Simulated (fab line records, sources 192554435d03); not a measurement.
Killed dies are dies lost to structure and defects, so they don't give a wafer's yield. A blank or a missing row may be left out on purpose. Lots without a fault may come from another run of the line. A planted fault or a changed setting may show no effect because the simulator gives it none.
Problem report in the 8D (eight disciplines) form, filled by code | flow n5_finfet | the parts of the form that need people (team, actions taken, sign-off) are left out

1. THE PROBLEM
VIA_MOL_THK at N5_MOL_CONTACT_COAG_THK_MEAS_53 reads a mean of 47.6 nm on 3 wafers of 3 lots; wafers without a fault read 43.7 nm with a standard deviation of 0.59. That is +6.6 standard deviations from the usual mean.
First seen on wafer L497.1, day 6 08:10, on film_metro-02. The record holds 36 wafers of 12 lots with a number at this step. Rule for "out", or "out of limits": more than 4 standard deviations from the usual mean. The other wafers with a number count as sound.

2. WHAT IT IS AND WHAT IT IS NOT
question                    | is                     | is not
which readings at this step | VIA_MOL_THK            | -
which lots                  | L497, L498, L500       | L493, L494, L496, L507, L509, L510, L511, L513, L514
which wafers of those lots  | L497.1, L498.2, L500.4 | L497.4, L497.6, L498.1, L498.4, L500.2, L500.6
read on which gauges        | film_metro-02          | film_metro-01
when                        | from day 6 08:10       | up to then (11 sound wafers); but 22 sound wafers of L498, L500, L507, L509, L510, L511, L513, L514 came after

3. SUSPECTS, AND WHAT RULES EACH OUT
Counting: a tool at a process step up to the reading stays a suspect if it ran every lot that is out. Sound lots after the first of them don't rule it out here, since some wafers of a struck lot are sound.
- the gauge at N5_MOL_CONTACT_COAG_THK_MEAS_53: ruled out. All the wafers that are out were read on film_metro-02, but those of them that N5_MOL_CONTACT_COAG_PECVD_31 has rows for are out there too, on other tools.
- rtp_anneal-01 at N5_MOL_CONTACT_COAG_ANNEAL_113 (time 300 s): kept. It ran every lot that is out, first L497 (day 5 22:13); its last sound lot up to then is L493 (day 4 17:22).
- pecvd-01 at N5_MOL_CONTACT_COAG_PECVD_31 (deposits SiO2 from TEOS/O2, target thk 46 nm, time 8.9 s): kept. It ran every lot that is out, first L497 (day 6 04:46); its last sound lot up to then is L496 (day 5 19:02). Its own readings are out on those wafers: susceptor_temp_C.
- Within pecvd-01 at N5_MOL_CONTACT_COAG_PECVD_31: the wafers that are out ran in chamber 2; their sound lot-mates ran in chambers 0, 1.
Left after counting: rtp_anneal-01 at N5_MOL_CONTACT_COAG_ANNEAL_113, pecvd-01 at N5_MOL_CONTACT_COAG_PECVD_31.

4. THE CAUSE (what the simulator had put in)
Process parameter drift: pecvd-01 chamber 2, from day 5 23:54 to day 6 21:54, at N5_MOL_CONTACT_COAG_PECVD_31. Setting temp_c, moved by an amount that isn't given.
Counting left 2 suspects, and this tool is among them.

5. THE CHAIN OF EFFECTS, in route order
Each row: a reading whose mean over the struck wafers that have a number lies more than 3 standard deviations from the usual. Only readings for which the record gives a usual standard deviation are gone through. hours: the time from each lot's start at the first step in this table that gives one to its start at this step, as a median over the lots. sigmas: the change in usual standard deviations.
hours | step                            | reading          | usual    | on struck wafers | change | sigmas
0     | N5_MOL_CONTACT_COAG_PECVD_31    | susceptor_temp_C | 399.99 C | 384.25           | -15.74 | -72
3     | N5_MOL_CONTACT_COAG_THK_MEAS_53 | VIA_MOL_THK      | 43.7 nm  | 47.6             | +3.9   | +6.6
The process steps in it:
- N5_MOL_CONTACT_COAG_PECVD_31: deposits SiO2 from TEOS/O2, target thk 46 nm, time 8.9 s.

6. WHAT WOULD HAVE CAUGHT IT SOONER
In this record the first reading out of limits at a measuring or inspecting step was taken at day 6 08:10, 8 hours after the fault began at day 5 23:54.
The tool's own readings at N5_MOL_CONTACT_COAG_PECVD_31 were out on every struck wafer that the step has a row for (susceptor_temp_C): an alarm limit on them would have fired on the first of those.
Of the lots that are out (3), L498, L500 began N5_MOL_CONTACT_COAG_PECVD_31 on pecvd-01 after day 6 08:10. A hold on the tool at that time would have spared those 2.
